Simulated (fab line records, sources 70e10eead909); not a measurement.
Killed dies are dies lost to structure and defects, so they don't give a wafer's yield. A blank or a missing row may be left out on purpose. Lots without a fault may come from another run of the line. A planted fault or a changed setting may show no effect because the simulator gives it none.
A struck lot beside a sound one | flow nand_harc | 14 steps out of a route of 1159
Sound: wafers L525.3, L525.5, L525.6. Struck: wafer L524.5. (L524.3, L524.4 of the same lot were not struck and are left out.) The cause comes at the end.
At each step with rows: each side's tool, then ch and its chambers, then its first start. Under that, the readings that differ: sound wafers | struck wafers | difference of the means | sigmas: that difference in standard deviations of wafers without a fault.
alike: readings whose means differ by less than 2 such deviations, and words and numbers that are the same on both sides. not compared: withheld readings, readings that some wafer has no value for, bounds like >300 that may hide the same value, and numbers for which the record gives no deviation and whose values overlap.
The two part at a step that has a row with sigmas, a row that says differs or no value, or rows on one side only. Numbers that don't overlap but have no deviation are shown without sigmas and don't part them. A reading that every wafer of one side lacks parts them only if that side has two wafers or more.

first, 2 steps without rows for these wafers: NHARC_A_CONTACT_STRIP_104 (strips in CF4/CHF3); NHARC_A_CONTACT_STRIP_105 (strips in O2/COS).
NHARC_A_CONTACT_ETCH_106: etches the open film in CF4/O2, target depth 60 nm, overetch 6 nm, time 33 s.
  sound on rie_diel-12 ch 0,1,2, day 20 04:35; struck on rie_diel-12 ch 2, day 19 18:53
  alike: cf4_flow_sccm, drypump_motor_current_A, oes_product_au, rf_vpp_V, showerhead_plenum_p_Torr, throttle_valve_pct
  not compared: rf_hours_counter_h
NHARC_A_CONTACT_STRIP_82: strips in O2.
  sound on rie_diel-12 ch 1,2,3; struck on rie_diel-12 ch 2
  alike: drypump_motor_current_A, oes_product_au, rf_vpp_V, showerhead_plenum_p_Torr, throttle_valve_pct
  not compared: rf_hours_counter_h
then, 1 step without rows for these wafers: NHARC_A_CONTACT_STRIP_83 (strips in post etch residue remover, time 600 s).
NHARC_A_CONTACT_DEP_84: deposits aC, target thk 2000 nm.
  sound on acl_dep-02 ch 0, day 20 05:46; struck on acl_dep-02 ch 0, day 19 22:20
  alike: throttle_valve_pct
NHARC_A_CONTACT_DEP_85: deposits SiON, target thk 50 nm.
  sound on pecvd-02 ch 0,2, day 20 06:38; struck on pecvd-01 ch 1, day 19 23:16
  alike: heater_power_w
then, 5 steps without rows for these wafers: NHARC_A_CONTACT_DEHYDRATE_00 (time 120 s); NHARC_A_CONTACT_HMDS_01 (time 30 s); NHARC_A_CONTACT_COAT_86 (time 75 s); NHARC_A_CONTACT_COAT_87 (time 65 s); NHARC_A_CONTACT_COAT_02 (resist thk 90 nm).
NHARC_A_CONTACT_SOFTBAKE_03: time 55 s.
  sound on litho_track-01 ch 0, day 20 06:00; struck on litho_track-04 ch 0, day 19 23:00
  reading                  | sound                | struck | difference | sigmas
  heater_power_total_W (W) | 188.34 188.49 188.33 | 222.78 | +34.39     | +99 or more
  alike: exhaust_pa
  not compared: plate_temp_C
then, 1 step without rows for these wafers: NHARC_A_CONTACT_EBR_04.

WHERE THEY PART
Only at NHARC_A_CONTACT_SOFTBAKE_03, within this record.

WHY: what the simulator had put in
Process parameter drift: litho_track-04, from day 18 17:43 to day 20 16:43, at NHARC_A_CONTACT_SOFTBAKE_03. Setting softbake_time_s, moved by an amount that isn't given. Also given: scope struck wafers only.
